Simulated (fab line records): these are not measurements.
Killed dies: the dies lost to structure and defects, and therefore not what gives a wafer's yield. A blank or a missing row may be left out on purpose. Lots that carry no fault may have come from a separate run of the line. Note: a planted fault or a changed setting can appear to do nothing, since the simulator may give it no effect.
Which tool was responsible? :: flow n5-finfet :: 11 lots (31 wafers sampled), 1 step of a 1938-step route

## WHAT THE GAUGES READ, wafer by wafer
N5_BEOL_M3_CD_MEAS_35: target cd 18 nm, target cd y 21 nm.
lot: L826
measured: day 7 04:46
on: cd-sem-01
cd-nm (nm): 17.9 18.4 18.1

lot: L827
measured: day 7 17:01
on: cd-sem-02
cd-nm (nm): 18.1 17.8 17.7

lot: L828
measured: day 8 11:01
on: cd-sem-02
cd-nm (nm): 17.3 18.2 17.7

lot: L835
measured: day 9 20:19
on: cd-sem-03
cd-nm (nm): 18.0 17.7 17.7

lot: L837
measured: day 10 01:03
on: cd-sem-03
cd-nm (nm): 17.6 18.1

lot: L836
measured: day 10 01:39
on: cd-sem-02
cd-nm (nm): 17.6 17.5 18.2

lot: L838
measured: day 10 20:19
on: cd-sem-02
cd-nm (nm): 18.0 17.9 18.2

lot: L840
measured: day 11 13:07
on: cd-sem-02
cd-nm (nm): 18.4 18.6 18.3

lot: L843
measured: day 11 15:33
on: cd-sem-01
cd-nm (nm): 17.9 18.1 17.9

lot: L848
measured: day 12 21:22
on: cd-sem-03
cd-nm (nm): 17.8 18.2

lot: L849
measured: day 13 14:43
on: cd-sem-03
cd-nm (nm): 18.4 17.7 17.7

## WHAT TOOL EACH LOT RAN ON (gives the tool, then ch and the chambers of the sampled wafers, and finally the start)
Before these readings, the record contains no process step.

## THE ANSWER, worked out from the rows above alone
Rule: usual is defined by the lots themselves. Put in order of their means at a reading, lots are off if they are a third of the lots or fewer, leave a main group of 4 or more, and stand apart from it by a gap of 3 or more times the standard deviation of the main group's means; of several such gaps the widest counts. A main group is skipped when, at the precision printed for the reading in the tables above, its means are all equal. Also off: a lot with no number at a reading for which 4 or more lots have one. Where the step has rows for the other lots, those lots are counted as sound.
Nothing can be told from this: no lot is off at any reading shown.

## WHAT THE SIMULATOR HAD INSERTED
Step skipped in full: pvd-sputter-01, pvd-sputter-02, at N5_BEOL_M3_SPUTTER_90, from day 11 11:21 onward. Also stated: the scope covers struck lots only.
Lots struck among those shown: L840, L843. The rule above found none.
